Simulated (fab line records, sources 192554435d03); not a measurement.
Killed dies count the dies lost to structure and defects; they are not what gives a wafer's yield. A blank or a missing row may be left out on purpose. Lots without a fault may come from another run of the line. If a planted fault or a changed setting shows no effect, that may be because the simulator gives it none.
Chamber matching    flow n5-finfet    N5_BEOL_M3_ALD_98 on ald-sin-01 has 4 sister chambers
The step deposits SiO2, target thk 2.5 nm, pulse time 1 s, co reactant pulse time 1 s. 4 wafers are shown with their chamber, then 7 later ones without.

WAFERS WITH THEIR CHAMBER
wafer   chamber  heater-power-outer-w (W)
L085.3  0        36
L090.6  1        42
L089.2  2        39
L089.3  3        48

WAFERS WITHOUT THEIR CHAMBER
wafer   heater-power-outer-w (W)
L089.5  41
L094.1  42
L094.2  45
L094.6  44
L095.2  40
L095.3  44
L095.6  44

EACH ONE'S CHAMBER
wafer   from the rows above           in truth
L089.5  can't be placed: 1 or 2       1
L094.1  can't be placed: 1 or 2       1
L094.2  can't be placed: 1 or 3 or 2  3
L094.6  can't be placed: 1 or 3 or 2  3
L095.2  can't be placed: 2 or 1 or 0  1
L095.3  can't be placed: 1 or 3 or 2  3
L095.6  can't be placed: 1 or 3 or 2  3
Correct placement for 0 of the 7. Unplaceable from these rows: 7, with the true chamber sitting among the candidates in 7. Placed wrongly: 0.
How it was worked out, from the rows above alone: a wafer's distance from a chamber is the root of the sum, over the readings, of the square of ((its reading less the chamber's mean) divided by the reading's scatter). The wafer belongs to the nearest chamber; if the next one is less than 2 further off, it can't be placed. For every chamber, the mean is computed from those of its wafers that are shown. The scatter: with one shown wafer a chamber, the root of the mean of the squares of how far each hidden wafer lies from its nearest shown one.
